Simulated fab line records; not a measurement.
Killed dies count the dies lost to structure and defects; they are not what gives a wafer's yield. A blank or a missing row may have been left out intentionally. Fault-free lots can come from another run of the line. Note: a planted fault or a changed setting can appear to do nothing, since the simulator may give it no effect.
Matching of chambers || flow n5 finfet || N5_BEOL_M3_PRE_CLEAN_60 on cvd co-01: 3 sister chambers
The step time 15 s. 3 wafers are shown with their chamber, then 8 later ones without.

== EACH WAFER AND ITS CHAMBER ==
{"wafer": "L092.5", "chamber": 2, "heater power outer w (W)": 15}
{"wafer": "L093.3", "chamber": 1, "heater power outer w (W)": 3}
{"wafer": "L094.1", "chamber": 0, "heater power outer w (W)": 43}

== WAFERS MISSING THEIR CHAMBER ==
{"wafer": "L094.2", "heater power outer w (W)": 3}
{"wafer": "L094.3", "heater power outer w (W)": 15}
{"wafer": "L097.1", "heater power outer w (W)": 44}
{"wafer": "L097.3", "heater power outer w (W)": 3}
{"wafer": "L097.6", "heater power outer w (W)": 44}
{"wafer": "L096.4", "heater power outer w (W)": 44}
{"wafer": "L096.5", "heater power outer w (W)": 15}
{"wafer": "L096.6", "heater power outer w (W)": 3}

== THE CHAMBER EACH PASSED THROUGH ==
{"wafer": "L094.2", "from the rows above": 1, "in truth": 1}
{"wafer": "L094.3", "from the rows above": 2, "in truth": 2}
{"wafer": "L097.1", "from the rows above": 0, "in truth": 0}
{"wafer": "L097.3", "from the rows above": 1, "in truth": 1}
{"wafer": "L097.6", "from the rows above": 0, "in truth": 0}
{"wafer": "L096.4", "from the rows above": 0, "in truth": 0}
{"wafer": "L096.5", "from the rows above": 2, "in truth": 2}
{"wafer": "L096.6", "from the rows above": 1, "in truth": 1}
Placed correctly: 8 of 8. Left unplaced by these rows: 0. Wrongly placed: 0.
How it was worked out, from the rows above alone: a wafer's distance from a chamber is the root of the sum, over the readings, of the square of ((its reading less the chamber's mean) divided by the reading's scatter). The wafer belongs to the nearest chamber; if the next one is less than 2 further off, it can't be placed. The mean given for a chamber averages the wafers shown for that chamber. The scatter: with one shown wafer a chamber, the root of the mean of the squares of how far each hidden wafer lies from its nearest shown one.
